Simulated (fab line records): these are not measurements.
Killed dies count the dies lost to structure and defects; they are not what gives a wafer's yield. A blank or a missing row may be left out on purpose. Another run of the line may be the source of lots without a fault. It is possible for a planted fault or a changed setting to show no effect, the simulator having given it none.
Chamber matching    flow n5_finfet    rie_diel-01 running N5_BEOL_M4_DESCUM_16: 4 sister chambers
The step chemistry O2, time 7 s. 4 wafers are shown with their chamber, then 8 later ones without.

== WAFERS PAIRED WITH THEIR CHAMBERS ==
wafer   chamber  showerhead_plenum_p_Torr (Torr)
L080.5  1        1.96
L082.1  3        2.15
L082.5  0        2.19
L083.1  2        2.19

== WAFERS WITHOUT THEIR CHAMBER ==
wafer   showerhead_plenum_p_Torr (Torr)
L083.5  2.19
L083.6  2.19
L089.1  2.18
L089.5  2.18
L089.6  2.14
L090.1  2.14
L090.3  2.18
L090.5  2.18

== CHAMBER TAKEN BY EACH ==
wafer   from the rows above      in truth
L083.5  can't be placed: 0 or 2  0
L083.6  can't be placed: 0 or 2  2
L089.1  can't be placed: 0 or 2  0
L089.5  can't be placed: 0 or 2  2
L089.6  3                        3
L090.1  3                        3
L090.3  can't be placed: 0 or 2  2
L090.5  can't be placed: 0 or 2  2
2 of 8 placed correctly. Cannot be placed on the basis of these rows: 6; the candidates contain the true chamber in 6. 0 placed wrongly.
How it was worked out, from the rows above alone: a wafer's distance from a chamber is the root of the sum, over the readings, of the square of ((its reading less the chamber's mean) divided by the reading's scatter). The wafer belongs to the nearest chamber; if the next one is less than 2 further off, it can't be placed. Each chamber's mean is taken over the wafers shown for it. The scatter: with one shown wafer a chamber, the root of the mean of the squares of how far each hidden wafer lies from its nearest shown one.
